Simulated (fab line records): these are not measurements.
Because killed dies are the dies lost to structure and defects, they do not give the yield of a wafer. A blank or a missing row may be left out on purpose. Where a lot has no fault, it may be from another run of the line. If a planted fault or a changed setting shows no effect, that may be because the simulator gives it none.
Chamber matching ; flow n5Finfet ; N5_BEOL_M4_ALD_98 on aldSin-03 has 4 sister chambers
The step deposits SiO2, target thk 2.5 nm, pulse time 1 s, co reactant pulse time 1 s. 8 wafers are shown with their chamber, then 11 later ones without.

## WAFERS PAIRED WITH THEIR CHAMBERS
wafer;chamber;heaterPowerW (W);precursorPulseHeightRel
L088.5;2;50;1.043
L090.2;0;78;0.997
L090.4;3;68;1.015
L090.5;0;75;1.014
L092.4;1;72;0.983
L092.5;3;65;1.002
L092.6;2;51;0.990
L093.1;1;73;0.982

## WAFERS WITHOUT THEIR CHAMBER
wafer;heaterPowerW (W);precursorPulseHeightRel
L093.2;51;0.968
L093.6;78;0.998
L094.1;51;1.028
L094.4;71;1.019
L094.5;52;1.001
L095.1;66;1.017
L095.3;77;0.965
L095.4;72;0.970
L097.2;65;0.979
L097.3;53;0.976
L097.5;75;1.016

## WHICH CHAMBER EACH ONE RAN IN
wafer;from the rows above;in truth
L093.2;2;2
L093.6;0;0
L094.1;2;2
L094.4;can't be placed: 1 or 3 or 0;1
L094.5;2;2
L095.1;3;3
L095.3;can't be placed: 0 or 1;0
L095.4;1;1
L097.2;3;3
L097.3;2;2
L097.5;can't be placed: 0 or 1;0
Placed correctly: 8 of 11. From these rows, 3 cannot be placed; in 3 the true chamber is one of the candidates. Placed wrongly: 0.
How it was worked out, from the rows above alone: a wafer's distance from a chamber is the root of the sum, over the readings, of the square of ((its reading less the chamber's mean) divided by the reading's scatter). The wafer belongs to the nearest chamber; if the next one is less than 2 further off, it can't be placed. Each chamber's mean is taken over the wafers shown for it. The scatter: take each reading less its chamber's mean, square it, sum over the shown wafers, divide by the number of wafers less the number of chambers, and take the root.
